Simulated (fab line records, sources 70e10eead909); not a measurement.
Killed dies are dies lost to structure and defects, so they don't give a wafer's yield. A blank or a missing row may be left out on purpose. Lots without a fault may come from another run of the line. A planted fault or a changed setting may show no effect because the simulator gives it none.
A struck lot beside a sound one | flow nand_harc | 17 steps out of a route of 1302
Sound: wafers L624.3, L624.4, L624.6. Struck: wafers L638.2, L638.5, L638.6. The cause comes at the end.
At each step with rows: each side's tool, then ch and its chambers, then its first start. Under that, the readings that differ: sound wafers | struck wafers | difference of the means | sigmas: that difference in standard deviations of wafers without a fault.
alike: readings whose means differ by less than 2 such deviations, and words and numbers that are the same on both sides. not compared: withheld readings, readings that some wafer has no value for, bounds like >300 that may hide the same value, and numbers for which the record gives no deviation and whose values overlap.
The two part at a step that has a row with sigmas, a row that says differs or no value, or rows on one side only. Numbers that don't overlap but have no deviation are shown without sigmas and don't part them. A reading that every wafer of one side lacks parts them only if that side has two wafers or more.

NHARC_P_ZERO_WELL_CD_MEAS_24: target cd 720 nm.
  sound on cd_sem-02 ch 0, day 2 08:41; struck on cd_sem-03 ch 0, day 8 04:41
  alike: cd_nm
then, 1 step without rows for these wafers: NHARC_P_ZERO_WELL_HARDBAKE_25 (time 80 s).
NHARC_P_ZERO_WELL_DESCUM_26: chemistry O2, time 3 s.
  sound on rie_diel-06 ch 1,2,3, day 2 08:52; struck on rie_diel-01 ch 0,3, day 8 04:52
  alike: drypump_motor_current_A, oes_product_au, rf_vpp_V, showerhead_plenum_p_Torr, throttle_valve_pct
  not compared: rf_hours_counter_h
then, 9 steps without rows for these wafers: NHARC_P_ZERO_WELL_IMPLANT_27; NHARC_P_ZERO_WELL_IMPLANT_57; NHARC_P_ZERO_WELL_IMPLANT_58; NHARC_P_ZERO_WELL_STRIP_28 (strips in SPM, time 840 s); NHARC_P_ZERO_WELL_DEHYDRATE_29 (time 120 s); NHARC_P_ZERO_WELL_HMDS_30 (time 30 s); NHARC_P_ZERO_WELL_COAT_31; NHARC_P_ZERO_WELL_SOFTBAKE_32 (time 95 s); NHARC_P_ZERO_WELL_EBR_33.
NHARC_P_ZERO_WELL_EXPOSE_34: exposes mask P PWELL, target cd 720 nm.
  sound on krf_scanner-03 ch 0, day 2 10:11; struck on krf_scanner-01 ch 0, day 8 06:03
  reading | sound                         | struck                                 | difference | sigmas
  mask    | P_PWELL#0 P_PWELL#0 P_PWELL#0 | P_PWELL_R1#0 P_PWELL_R1#0 P_PWELL_R1#0 | differs    |
then, 2 steps without rows for these wafers: NHARC_P_ZERO_WELL_PEB_35 (peb time 85 s); NHARC_P_ZERO_WELL_DEVELOP_36 (time 70 s).
NHARC_P_ZERO_WELL_CD_MEAS_37: target cd 720 nm.
  sound on cd_sem-01 ch 0, day 2 10:20; struck on cd_sem-02 ch 0, day 8 06:13
  reading    | sound             | struck            | difference | sigmas
  cd_nm (nm) | 718.3 720.3 721.9 | 736.8 737.7 732.0 | +15.3      | +7
then, 1 step without rows for these wafers: NHARC_P_ZERO_WELL_HARDBAKE_38 (time 80 s).

WHERE THEY PART
First at NHARC_P_ZERO_WELL_EXPOSE_34; last, within this record, at NHARC_P_ZERO_WELL_CD_MEAS_37.

WHY: what the simulator had put in
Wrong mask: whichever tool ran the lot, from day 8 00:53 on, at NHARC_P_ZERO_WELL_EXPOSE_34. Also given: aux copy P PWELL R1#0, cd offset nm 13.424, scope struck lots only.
